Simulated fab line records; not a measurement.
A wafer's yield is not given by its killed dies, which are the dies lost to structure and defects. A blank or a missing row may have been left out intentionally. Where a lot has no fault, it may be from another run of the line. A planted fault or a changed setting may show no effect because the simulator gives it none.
fab line records	flow n5Finfet
[record] lots = 24	wafers = 72	lastDay = 17
route steps=1938 shown BEOL_M8@1390 BEOL_M9@1416
lots that met no fault: from a run of the same line without faults
startH: hours from the record's opening day to when the first of the lot's shown wafers began	waitH: hours elapsed since this lot's preceding step	" same as the row above	L1.1+2: several wafers, shown together as one row	- either no value or no given start	* or withheld: withheld	< > ~ a bound
route shown NAME@n: a module of which the file shows steps, and the number in the route of the first	usual: mean/standard deviation taken from wafers without a fault	same: alike in all rows	chamber/n: place in a boat	sites: the reading at each site	_std_site: the values' standard deviation	_edge_site: inner sites' mean taken away from outer sites' mean	radiusMm: for every site, how far away it sits from the centre of the wafer	mask NAME#n: copy n	behind: the tool/chamber that last shaped the wafer	hold: reason for holding the lot/hours on hold/outcome of the hold	device: names the non-switching transistor (n, p or np)	end of line: at the end of the route, the tests of the same wafers	for a step that has no rows: nothing shown but its recipe	killed: dies that structure and defects cost at the first sort, which is not the same as the wafer's yield	map: per-die view of a wafer (x killed, . not killed, _ where there is no die)
set.NAME: setting as actually run; set.NAME@STEP: the setting as run at that earlier step	model.NAME: the simulator's own value behind a step, which no gauge read
steps of the route over a sample of lots; a table a step, a row a wafer
services: the hour from which a tool's chamber was out of use, counted from the record's first day as startH (under 0 if before that day), plus the number of hours and why
[[steps]]
[step N5_BEOL_M8_SURFACE_TREAT_79]
[recipe] gas = Ar	timeS = *	ionEnergyEv = *	ionCurrentMaCm2 = 0.5	pressureMtorr = *	arFlowSccm = 30
[usual] throttleValvePct = *
lot.wafer	tool	chamber	startH	waitH	throttleValvePct
L074.2	pvdSputter-03	-	205.19	0.2	*
L074.5	"	-	"	"	*
L074.6	"	-	"	"	*
L075.3	pvdSputter-03	-	205.91	0.2	*
L075.4	"	-	"	"	*
L075.5	"	-	"	"	*
L077.1	pvdSputter-03	-	206.37	0.2	*
L077.3	"	-	"	"	*
L077.5	"	-	"	"	*
L076.2	pvdSputter-03	-	213.24	0.3	*
L076.4	"	-	"	"	*
L076.6	"	-	"	"	*
L079.1	pvdSputter-01	-	233.98	0.2	*
L079.4	"	-	"	"	*
L079.6	"	-	"	"	*
L080.1	pvdSputter-02	-	234.19	0.2	*
L080.3	"	-	"	"	*
L080.6	"	-	"	"	*
L078.1	pvdSputter-03	-	237.36	0.2	*
L078.3	"	-	"	"	*
L078.6	"	-	"	"	*
L081.1	pvdSputter-02	-	240.11	0.2	*
L081.4	"	-	"	"	*
L081.6	"	-	"	"	*
L082.1	pvdSputter-01	-	247.75	0.2	*
L082.4	"	-	"	"	*
L082.6	"	-	"	"	*
L083.1	pvdSputter-01	-	247.79	0.2	*
L083.2	"	-	"	"	*
L083.4	"	-	"	"	*
L084.3	pvdSputter-02	-	257.79	1.5	*
L084.5	"	-	"	"	*
L084.6	"	-	"	"	*
L085.2	pvdSputter-03	-	267.95	0.2	*
L085.4	"	-	"	"	*
L085.6	"	-	"	"	*
L086.1	pvdSputter-03	-	274.35	0.2	*
L086.2	"	-	"	"	*
L086.4	"	-	"	"	*
L087.2	pvdSputter-03	-	282.69	0.2	*
L087.5	"	-	"	"	*
L087.6	"	-	"	"	*
L088.2	pvdSputter-01	-	288.88	0.2	*
L088.3	"	-	"	"	*
L088.5	"	-	"	"	*
L090.1	pvdSputter-01	-	289.36	0.3	*
L090.3	"	-	"	"	*
L090.6	"	-	"	"	*
L089.2	pvdSputter-02	-	297.38	0.2	*
L089.3	"	-	"	"	*
L089.6	"	-	"	"	*
L091.4	pvdSputter-01	-	298.09	0.2	*
L091.5	"	-	"	"	*
L091.6	"	-	"	"	*
L092.1	pvdSputter-01	-	309.04	0.2	*
L092.4	"	-	"	"	*
L092.6	"	-	"	"	*
L093.1	pvdSputter-03	-	319.47	0.2	*
L093.4	"	-	"	"	*
L093.5	"	-	"	"	*
L094.2	pvdSputter-02	-	323.90	0.2	*
L094.3	"	-	"	"	*
L094.4	"	-	"	"	*
L095.1	pvdSputter-01	-	325.13	0.4	*
L095.3	"	-	"	"	*
L095.4	"	-	"	"	*
L096.2	pvdSputter-03	-	336.57	0.2	*
L096.3	"	-	"	"	*
L096.6	"	-	"	"	*
L097.1	pvdSputter-03	-	340.54	0.2	*
L097.4	"	-	"	"	*
L097.5	"	-	"	"	*
[step N5_BEOL_M9_INSPECT_13]
[recipe] mode = adi	inspectInstrument = brightfield
[usual] rawDefectCount = 396/86
lot.wafer	tool	chamber	startH	waitH	rawDefectCount
L074.2	defectInspect-02	-	211.03	0.0	353
L074.5	"	-	"	"	371
L074.6	"	-	"	"	364
L075.3	defectInspect-01	-	211.39	0.0	422
L075.4	"	-	"	"	505
L075.5	"	-	"	"	537
L077.1	defectInspect-02	-	211.55	0.0	331
L077.3	"	-	"	"	352
L077.5	"	-	"	"	298
L076.2	defectInspect-02	-	217.38	0.0	440
L076.4	"	-	"	"	421
L076.6	"	-	"	"	397
L079.1	defectInspect-02	-	237.46	0.0	264
L079.4	"	-	"	"	222
L079.6	"	-	"	"	316
L080.1	defectInspect-01	-	237.49	0.0	428
L080.3	"	-	"	"	329
L080.6	"	-	"	"	371
L078.1	defectInspect-02	-	240.30	0.0	252
L078.3	"	-	"	"	411
L078.6	"	-	"	"	482
L081.1	defectInspect-02	-	246.99	0.0	321
L081.4	"	-	"	"	242
L081.6	"	-	"	"	365
L082.1	defectInspect-01	-	251.75	0.0	405
L082.4	"	-	"	"	483
L082.6	"	-	"	"	388
L083.1	defectInspect-01	-	251.91	0.0	458
L083.2	"	-	"	"	288
L083.4	"	-	"	"	445
L084.3	defectInspect-01	-	261.13	0.0	455
L084.5	"	-	"	"	389
L084.6	"	-	"	"	383
L085.2	defectInspect-02	-	272.64	0.0	416
L085.4	"	-	"	"	311
L085.6	"	-	"	"	349
L086.1	defectInspect-02	-	278.33	0.0	516
L086.2	"	-	"	"	583
L086.4	"	-	"	"	568
L087.2	defectInspect-02	-	286.01	0.0	444
L087.5	"	-	"	"	331
L087.6	"	-	"	"	322
L088.2	defectInspect-01	-	293.02	0.0	305
L088.3	"	-	"	"	471
L088.5	"	-	"	"	383
L090.1	defectInspect-01	-	293.18	0.0	489
L090.3	"	-	"	"	489
L090.6	"	-	"	"	376
L089.2	defectInspect-01	-	302.04	0.0	572
L089.3	"	-	"	"	454
L089.6	"	-	"	"	445
L091.4	defectInspect-01	-	302.35	0.0	368
L091.5	"	-	"	"	405
L091.6	"	-	"	"	446
L092.1	defectInspect-01	-	312.99	0.0	368
L092.4	"	-	"	"	220
L092.6	"	-	"	"	376
L093.1	defectInspect-01	-	324.85	0.0	404
L093.4	"	-	"	"	344
L093.5	"	-	"	"	425
L094.2	defectInspect-01	-	328.61	0.0	373
L094.3	"	-	"	"	359
L094.4	"	-	"	"	330
L095.1	defectInspect-02	-	329.09	0.0	521
L095.3	"	-	"	"	370
L095.4	"	-	"	"	379
L096.2	defectInspect-02	-	340.96	0.0	388
L096.3	"	-	"	"	382
L096.6	"	-	"	"	442
L097.1	defectInspect-01	-	345.73	0.0	352
L097.4	"	-	"	"	378
L097.5	"	-	"	"	446
[step N5_BEOL_M9_ETCH_65]
[recipe] chemistry = CF4	target = SiARC	targetDepthA = 156	maskMaterial = CAR-EUV	timeS = 26	ionEnergyEv = 80	pressureMtorr = 40	sourceW = 545	biasW = 36	Ar_flow_sccm = 100	cf4FlowSccm = 100	ends = cleared
[usual] biasW = 36.01/0.1	drypumpMotorCurrentA = 5.7/0.63	etchRfOnTimeS = 25.7/0.44	oesProductAu = 0.69/0.084	rfVppV = 184.0/1.4	showerheadPlenumPTorr = 2.14/0.084	throttleValvePct = 15.54/0.2
lot.wafer	tool	chamber	startH	waitH	biasW	drypumpMotorCurrentA	etchRfOnTimeS	oesProductAu	rfHoursCounterH	rfVppV	showerheadPlenumPTorr	throttleValvePct
L074.2	rieDiel-01	3	212.47	0.0	35.88	4.9	24.9	0.83	5	184.0	2.20	15.22
L074.5	"	1	"	"	35.83	5.8	25.3	0.77	-	187.4	2.26	15.38
L074.6	"	3	"	"	36.12	4.9	25.1	0.83	-	184.0	2.20	15.21
L075.3	rieDiel-05	0	213.50	0.0	35.89	4.7	25.3	0.73	50	182.5	2.09	15.39
L075.4	"	3	"	"	35.96	6.8	25.5	0.65	157	182.9	2.06	15.67
L075.5	"	3	"	"	36.22	6.8	25.4	0.65	-	182.9	2.06	15.69
L077.1	rieDiel-03	1	215.79	0.0	36.12	5.5	26.0	0.63	184	185.2	2.21	15.51
L077.3	"	2	"	"	35.96	5.2	26.0	0.64	161	185.3	2.21	15.53
L077.5	"	2	"	"	36.04	5.2	26.2	0.63	-	184.5	2.21	15.53
L076.2	rieDiel-05	2	218.37	0.0	36.20	6.2	26.6	0.60	187	182.8	2.04	15.75
L076.4	"	3	"	"	36.02	6.8	25.7	0.65	158	182.6	2.06	15.68
L076.6	"	2	"	"	36.21	6.2	26.3	0.60	-	182.2	2.04	15.75
L079.1	rieDiel-03	0	238.68	0.0	36.01	5.4	26.3	0.59	244	184.7	2.20	15.62
L079.4	"	3	"	"	35.87	5.2	26.2	0.65	141	180.4	1.99	15.52
L079.6	"	0	"	"	35.93	5.3	26.2	0.59	-	184.4	2.20	15.64
L080.1	rieDiel-01	0	238.84	0.0	36.03	6.0	25.5	0.85	5	185.0	2.19	15.37
L080.3	"	3	"	"	36.09	4.9	25.2	0.79	13	185.5	2.20	15.23
L080.6	"	1	"	"	36.17	5.8	25.7	0.76	-	185.8	2.26	15.39
L078.1	rieDiel-05	2	241.54	0.0	36.10	6.2	26.3	0.60	194	182.9	2.04	15.78
L078.3	"	3	"	"	35.93	6.8	25.9	0.64	166	182.8	2.06	15.69
L078.6	"	2	"	"	36.04	6.2	26.4	0.59	-	182.0	2.04	15.79
L081.1	rieDiel-01	1	248.25	0.0	35.88	5.8	25.2	0.75	55	185.0	2.26	15.39
L081.4	"	0	"	"	36.01	6.0	25.1	0.84	-	183.1	2.19	15.40
L081.6	"	3	"	"	35.95	4.9	25.0	0.79	-	184.4	2.19	15.24
L082.1	rieDiel-05	1	252.90	0.0	36.06	6.0	25.7	0.79	15	183.3	2.10	15.44
L082.4	"	0	"	"	36.02	4.7	25.3	0.72	62	184.9	2.09	15.43
L082.6	"	3	"	"	36.00	6.8	25.7	0.64	-	182.8	2.05	15.70
L083.1	rieDiel-01	3	252.94	0.0	36.06	4.9	25.3	0.80	19	184.8	2.19	15.24
L083.2	"	0	"	"	35.96	6.0	25.1	0.84	10	184.8	2.18	15.38
L083.4	"	3	"	"	35.91	4.9	25.1	0.78	-	184.2	2.19	15.25
L084.3	rieDiel-01	1	262.45	0.0	36.10	5.8	25.5	0.74	60	184.3	2.25	15.39
L084.5	"	2	"	"	36.06	6.3	25.6	0.62	-	184.9	2.20	15.98
L084.6	"	1	"	"	35.97	5.8	25.6	0.74	-	186.2	2.25	15.40
L085.2	rieDiel-05	1	273.74	0.0	35.96	6.0	25.7	0.78	21	183.6	2.10	15.46
L085.4	"	3	"	"	35.96	6.8	25.8	0.64	175	183.8	2.05	15.72
L085.6	"	0	"	"	36.04	4.7	25.6	0.72	-	182.6	2.08	15.45
L086.1	rieDiel-03	2	280.50	0.0	36.01	5.1	25.9	0.62	179	183.6	2.21	15.58
L086.2	"	3	"	"	36.05	5.2	26.3	0.63	157	181.5	1.98	15.53
L086.4	"	1	"	"	36.15	5.4	26.1	0.61	-	183.8	2.20	15.56
L087.2	rieDiel-01	2	287.22	0.0	36.04	6.4	25.8	0.62	210	185.4	2.20	15.98
L087.5	"	0	"	"	36.06	6.0	25.1	0.81	-	184.6	2.18	15.44
L087.6	"	1	"	"	35.96	5.8	25.5	0.74	-	183.5	2.25	15.41
L090.1	rieDiel-01	2	295.79	0.0	36.03	6.4	25.7	0.62	213	184.6	2.20	15.99
L090.3	"	3	"	"	35.89	4.9	25.1	0.76	34	185.3	2.19	15.29
L090.6	"	0	"	"	36.03	6.0	25.2	0.80	-	184.6	2.18	15.41
L088.2	rieDiel-03	3	295.96	0.0	35.85	5.2	26.4	0.63	164	184.3	1.98	15.54
L088.3	"	0	"	"	35.89	5.4	25.3	0.83	5	185.5	2.19	15.14
L088.5	"	3	"	"	35.94	5.2	26.2	0.63	-	183.1	1.98	15.55
L091.4	rieDiel-05	1	304.97	0.0	36.14	6.0	25.5	0.77	30	183.2	2.09	15.48
L091.5	"	1	"	"	35.92	6.0	25.7	0.77	-	183.5	2.09	15.49
L091.6	"	2	"	"	36.13	6.2	26.3	0.58	-	182.7	2.03	15.82
L089.2	rieDiel-01	0	305.24	0.0	35.96	6.0	25.1	0.80	28	184.0	2.18	15.42
L089.3	"	3	"	"	36.11	4.9	25.1	0.76	37	184.3	2.19	15.27
L089.6	"	1	"	"	35.95	5.8	25.5	0.73	-	185.6	2.25	15.45
L092.1	rieDiel-01	3	317.58	0.0	35.86	4.8	25.5	0.75	40	183.8	2.19	15.29
L092.4	"	0	"	"	36.19	6.0	25.3	0.80	32	184.4	2.18	15.43
L092.6	"	0	"	"	36.06	6.0	25.4	0.79	-	185.8	2.18	15.43
L093.1	rieDiel-05	0	327.63	0.0	36.18	4.7	25.7	0.69	84	182.6	2.08	15.47
L093.4	"	1	"	"	35.97	6.0	25.7	0.74	37	183.8	2.09	15.52
L093.5	"	1	"	"	35.96	6.0	25.5	0.75	-	184.2	2.09	15.48
L095.1	rieDiel-03	1	330.61	0.0	35.98	5.4	25.8	0.61	221	184.7	2.20	15.57
L095.3	"	3	"	"	35.87	5.2	26.2	0.62	175	181.6	1.98	15.57
L095.4	"	2	"	"	35.99	5.1	25.9	0.62	196	184.0	2.20	15.60
L094.2	rieDiel-05	3	330.76	0.0	36.18	6.8	25.6	0.62	192	181.5	2.05	15.75
L094.3	"	1	"	"	35.81	6.0	25.8	0.74	38	183.1	2.09	15.49
L094.4	"	2	"	"	35.97	6.2	26.3	0.58	221	182.4	2.03	15.83
L096.2	rieDiel-03	2	342.27	0.0	36.22	5.1	26.0	0.61	199	184.8	2.20	15.60
L096.3	"	3	"	"	35.83	5.2	26.2	0.62	179	182.8	1.97	15.58
L096.6	"	3	"	"	36.02	5.2	26.4	0.62	-	182.9	1.97	15.58
L097.1	rieDiel-05	0	346.86	0.0	35.94	4.7	25.7	0.69	90	183.2	2.08	15.48
L097.4	"	2	"	"	35.92	6.2	26.3	0.58	225	182.2	2.03	15.83
L097.5	"	3	"	"	36.04	6.8	25.7	0.62	-	182.1	2.05	15.75
[step N5_BEOL_M9_CD_MEAS_35]
[recipe] targetCdNm = 70	targetCdYNm = 40	polarity = opening
[usual] cdNm = 69.9/0.48
lot.wafer	tool	chamber	startH	waitH	cdNm
L074.2	cdSem-01	-	213.13	0.0	69.8
L074.5	"	-	"	"	70.1
L074.6	"	-	"	"	69.9
L075.3	cdSem-02	-	214.17	0.0	70.8
L075.4	"	-	"	"	69.6
L075.5	"	-	"	"	69.8
L077.1	cdSem-01	-	216.44	0.0	69.7
L077.3	"	-	"	"	69.8
L077.5	"	-	"	"	69.6
L076.2	cdSem-02	-	218.94	0.0	70.2
L076.4	"	-	"	"	70.2
L076.6	"	-	"	"	69.9
L079.1	cdSem-01	-	239.25	0.0	70.4
L079.4	"	-	"	"	69.9
L079.6	"	-	"	"	69.5
L080.1	cdSem-01	-	239.39	0.0	70.1
L080.3	"	-	"	"	70.0
L080.6	"	-	"	"	70.3
L078.1	cdSem-02	-	242.10	0.0	69.7
L078.3	"	-	"	"	69.6
L078.6	"	-	"	"	69.5
L081.1	cdSem-02	-	248.81	0.0	69.6
L081.4	"	-	"	"	70.2
L081.6	"	-	"	"	70.2
L082.1	cdSem-02	-	253.46	0.0	70.4
L082.4	"	-	"	"	69.5
L082.6	"	-	"	"	69.9
L083.1	cdSem-01	-	253.50	0.0	69.3
L083.2	"	-	"	"	69.7
L083.4	"	-	"	"	69.1
L084.3	cdSem-02	-	263.01	0.0	69.7
L084.5	"	-	"	"	71.1
L084.6	"	-	"	"	70.0
L085.2	cdSem-02	-	274.30	0.0	69.1
L085.4	"	-	"	"	69.6
L085.6	"	-	"	"	68.7
L086.1	cdSem-01	-	281.07	0.0	69.1
L086.2	"	-	"	"	69.2
L086.4	"	-	"	"	69.0
L087.2	cdSem-02	-	287.79	0.0	69.8
L087.5	"	-	"	"	70.0
L087.6	"	-	"	"	69.7
L090.1	cdSem-01	-	296.35	0.0	69.6
L090.3	"	-	"	"	70.0
L090.6	"	-	"	"	70.2
L088.2	cdSem-01	-	296.52	0.0	69.8
L088.3	"	-	"	"	70.1
L088.5	"	-	"	"	70.0
L091.4	cdSem-02	-	305.54	0.0	69.4
L091.5	"	-	"	"	70.3
L091.6	"	-	"	"	69.5
L089.2	cdSem-01	-	305.80	0.0	70.3
L089.3	"	-	"	"	69.9
L089.6	"	-	"	"	70.6
L092.1	cdSem-01	-	318.14	0.0	70.2
L092.4	"	-	"	"	70.5
L092.6	"	-	"	"	69.6
L093.1	cdSem-03	-	328.20	0.0	70.4
L093.4	"	-	"	"	70.6
L093.5	"	-	"	"	69.2
L095.1	cdSem-02	-	331.16	0.0	69.1
L095.3	"	-	"	"	69.7
L095.4	"	-	"	"	70.2
L094.2	cdSem-02	-	331.32	0.0	69.7
L094.3	"	-	"	"	69.2
L094.4	"	-	"	"	69.6
L096.2	cdSem-02	-	342.83	0.0	70.8
L096.3	"	-	"	"	70.1
L096.6	"	-	"	"	70.3
L097.1	cdSem-03	-	347.42	0.0	69.5
L097.4	"	-	"	"	69.5
L097.5	"	-	"	"	70.0
[step N5_BEOL_M9_SPUTTER_48]
[recipe] material = Cu	targetThkA = 120	tempC = -20	biasV = 60	powerW = 26000	chamberPressurePa = 0.13	timeS = 2
[usual] cathodeDcPowerW = 26000/4.8	throttleValvePct = 29.7/1.4
lot.wafer	tool	chamber	startH	waitH	cathodeDcPowerW	throttleValvePct
L074.2	pvdSputter-03	-	215.32	0.6	26005	27.8
L074.5	"	-	"	"	26002	29.9
L074.6	"	-	"	"	25998	32.6
L075.3	pvdSputter-02	-	217.29	0.1	25995	29.6
L075.4	"	-	"	"	26006	27.9
L075.5	"	-	"	"	26010	29.6
L077.1	pvdSputter-02	-	217.81	0.2	26001	29.4
L077.3	"	-	"	"	26003	29.5
L077.5	"	-	"	"	26003	27.7
L076.2	pvdSputter-03	-	220.75	0.1	25999	31.4
L076.4	"	-	"	"	26004	27.8
L076.6	"	-	"	"	26005	32.5
L079.1	pvdSputter-02	-	241.99	1.7	26000	29.5
L079.4	"	-	"	"	26005	29.7
L079.6	"	-	"	"	26001	30.0
L080.1	pvdSputter-02	-	242.15	1.4	26003	27.9
L080.3	"	-	"	"	26000	29.7
L080.6	"	-	"	"	25997	29.7
L078.1	pvdSputter-01	-	245.67	2.0	25997	28.4
L078.3	"	-	"	"	26000	30.1
L078.6	"	-	"	"	26002	31.1
L081.1	pvdSputter-03	-	251.39	0.1	25999	32.0
L081.4	"	-	"	"	26001	31.3
L081.6	"	-	"	"	26001	32.2
L082.1	pvdSputter-02	-	254.71	0.1	26004	29.8
L082.4	"	-	"	"	25996	29.5
L082.6	"	-	"	"	26000	27.9
L083.1	pvdSputter-02	-	254.97	0.1	25995	30.0
L083.2	"	-	"	"	26000	29.6
L083.4	"	-	"	"	25996	27.7
L084.3	pvdSputter-02	-	264.66	0.2	26003	29.6
L084.5	"	-	"	"	26003	29.6
L084.6	"	-	"	"	26001	29.5
L085.2	pvdSputter-02	-	275.35	0.1	25993	29.4
L085.4	"	-	"	"	26000	30.2
L085.6	"	-	"	"	26001	29.6
L086.1	pvdSputter-03	-	282.23	0.1	26001	31.4
L086.2	"	-	"	"	25999	30.1
L086.4	"	-	"	"	26002	32.1
L087.2	pvdSputter-01	-	288.96	0.1	25999	28.4
L087.5	"	-	"	"	25992	30.5
L087.6	"	-	"	"	26005	28.4
L088.2	pvdSputter-03	-	297.85	0.1	26001	27.9
L088.3	"	-	"	"	25995	31.2
L088.5	"	-	"	"	26000	31.3
L090.1	pvdSputter-02	-	297.90	0.1	25998	27.8
L090.3	"	-	"	"	26011	30.0
L090.6	"	-	"	"	25991	27.8
L091.4	pvdSputter-03	-	307.32	0.0	26002	32.5
L091.5	"	-	"	"	25995	29.9
L091.6	"	-	"	"	26003	32.2
L089.2	pvdSputter-03	-	307.58	0.2	26004	28.0
L089.3	"	-	"	"	25998	29.8
L089.6	"	-	"	"	25999	31.2
L092.1	pvdSputter-01	-	319.41	0.1	25995	28.3
L092.4	"	-	"	"	26004	30.4
L092.6	"	-	"	"	25995	28.4
L093.1	pvdSputter-02	-	329.73	0.1	26001	29.8
L093.4	"	-	"	"	26006	29.7
L093.5	"	-	"	"	26004	30.0
L095.1	pvdSputter-02	-	332.75	0.1	26007	28.2
L095.3	"	-	"	"	26005	29.5
L095.4	"	-	"	"	26002	29.9
L094.2	pvdSputter-03	-	332.84	0.1	25999	32.1
L094.3	"	-	"	"	25996	27.9
L094.4	"	-	"	"	25999	29.9
L096.2	pvdSputter-03	-	345.98	0.3	25995	32.2
L096.3	"	-	"	"	25998	28.0
L096.6	"	-	"	"	25995	32.2
L097.1	pvdSputter-03	-	350.63	0.1	25997	31.5
L097.4	"	-	"	"	25996	32.2
L097.5	"	-	"	"	25998	28.0
[step N5_BEOL_M9_DEP_56]
[recipe] material = SiCN	targetThkA = 150	tempC = withheld	precursor = 3MS/NH3	pressureTorr = 3	rfW = 202	timeS = 26.5
[usual] showerheadPlenumPTorr = 3.656/0.011	showerheadVppV = 878/22	throttleValvePct = 9.2/0.54
lot.wafer	tool	chamber	startH	waitH	showerheadPlenumPTorr	showerheadVppV	throttleValvePct
L074.2	pecvd-01	0	216.23	0.0	3.666	876	9.7
L074.5	"	0	"	"	3.669	876	9.7
L074.6	"	1	"	"	3.651	857	9.8
L075.3	pecvd-01	1	218.17	0.0	3.663	857	9.3
L075.4	"	0	"	"	3.675	897	9.6
L075.5	"	2	"	"	3.653	889	8.9
L077.1	pecvd-01	0	218.69	0.0	3.663	887	9.9
L077.3	"	1	"	"	3.674	859	9.7
L077.5	"	1	"	"	3.668	870	9.8
L076.2	pecvd-01	1	221.64	0.0	3.662	858	9.6
L076.4	"	0	"	"	3.673	892	9.5
L076.6	"	2	"	"	3.653	892	8.9
L079.1	pecvd-04	0	242.87	0.0	3.658	871	9.6
L079.4	"	1	"	"	3.679	831	8.8
L079.6	"	0	"	"	3.671	900	9.1
L080.1	pecvd-01	0	243.14	0.0	3.669	884	9.5
L080.3	"	2	"	"	3.636	886	8.8
L080.6	"	1	"	"	3.661	868	9.4
L078.1	pecvd-01	0	246.55	0.0	3.660	883	9.5
L078.3	"	1	"	"	3.664	847	9.6
L078.6	"	0	"	"	3.653	877	9.4
L081.1	pecvd-04	0	252.28	0.0	3.655	882	9.5
L081.4	"	0	"	"	3.662	885	9.4
L081.6	"	1	"	"	3.680	830	9.1
L082.1	pecvd-01	1	255.59	0.0	3.665	862	9.5
L082.4	"	0	"	"	3.673	881	9.3
L082.6	"	2	"	"	3.646	893	9.0
L083.1	pecvd-01	0	255.87	0.0	3.663	899	9.4
L083.2	"	1	"	"	3.673	857	9.7
L083.4	"	1	"	"	3.662	867	9.3
L084.3	pecvd-02	0	265.84	0.0	3.654	912	9.8
L084.5	"	1	"	"	3.642	896	10.0
L084.6	"	0	"	"	3.663	915	9.7
L085.2	pecvd-01	2	276.58	0.0	3.645	890	8.6
L085.4	"	1	"	"	3.664	850	9.7
L085.6	"	2	"	"	3.648	884	8.8
L086.1	pecvd-01	2	283.27	0.0	3.658	890	8.8
L086.2	"	0	"	"	3.671	866	9.5
L086.4	"	2	"	"	3.651	884	8.7
L087.2	pecvd-02	1	289.84	0.0	3.646	889	9.7
L087.5	"	2	"	"	3.644	853	8.1
L087.6	"	0	"	"	3.655	904	9.7
L088.2	pecvd-02	0	299.26	0.0	3.655	895	9.8
L088.3	"	2	"	"	3.651	849	8.3
L088.5	"	0	"	"	3.655	918	9.4
L090.1	pecvd-02	1	299.42	0.0	3.662	888	9.8
L090.3	"	2	"	"	3.639	864	8.1
L090.6	"	0	"	"	3.652	901	9.7
L091.4	pecvd-02	0	308.22	0.0	3.656	891	9.8
L091.5	"	2	"	"	3.651	849	8.5
L091.6	"	1	"	"	3.641	882	9.7
L089.2	pecvd-01	0	308.47	0.0	3.660	880	9.5
L089.3	"	1	"	"	3.669	853	9.5
L089.6	"	1	"	"	3.668	848	9.6
L092.1	pecvd-02	0	320.40	0.0	3.651	914	9.8
L092.4	"	1	"	"	3.654	903	10.1
L092.6	"	0	"	"	3.655	913	10.0
L093.1	pecvd-01	1	330.85	0.0	3.661	841	9.9
L093.4	"	1	"	"	3.665	844	9.5
L093.5	"	0	"	"	3.662	896	9.7
L095.1	pecvd-04	2	333.63	0.0	3.678	914	8.8
L095.3	"	1	"	"	3.675	827	8.9
L095.4	"	1	"	"	3.673	831	8.9
L094.2	pecvd-02	2	333.72	0.0	3.645	849	7.8
L094.3	"	1	"	"	3.653	903	9.6
L094.4	"	2	"	"	3.640	857	8.3
L096.2	pecvd-01	2	347.14	0.0	3.663	898	8.5
L096.3	"	0	"	"	3.666	883	9.4
L096.6	"	0	"	"	3.660	894	9.7
L097.1	pecvd-02	1	351.53	0.0	3.643	889	9.7
L097.4	"	2	"	"	3.643	848	8.2
L097.5	"	0	"	"	3.653	884	9.9
[[services]]
tool	chamber	startH	hours	kind
pecvd-02	-	184.46	1.2	repair
rieDiel-01	0	197.61	-	clean
rieDiel-01	0	197.61	-	consumableReplace:focusRing
rieDiel-01	0	197.61	26.5	scheduledDown
rieDiel-01	0	197.61	26.5	ventCycle
pecvd-04	-	197.88	0.6	repair
pecvd-02	2	202.38	-	clean
pecvd-02	2	202.38	-	consumableReplace:showerhead
pecvd-02	2	202.38	29.0	scheduledDown
pecvd-02	2	202.38	29.0	ventCycle
rieDiel-01	-	202.49	2.8	pm
rieDiel-01	2	247.19	13.3	repair
rieDiel-03	2	251.67	11.3	repair
pecvd-02	2	256.98	2.1	scheduledDown
rieDiel-03	0	263.00	-	clean
rieDiel-03	0	263.00	-	consumableReplace:focusRing
rieDiel-03	0	263.00	18.7	scheduledDown
rieDiel-03	0	263.00	18.7	ventCycle
pecvd-01	1	271.54	5.0	scheduledDown
rieDiel-01	2	276.08	10.4	repair
rieDiel-03	1	291.76	7.9	repair
pecvd-04	-	304.29	2.8	pm
pecvd-04	2	309.11	4.2	repair
pvdSputter-01	-	347.55	1.5	repair
[[key]]
fault none
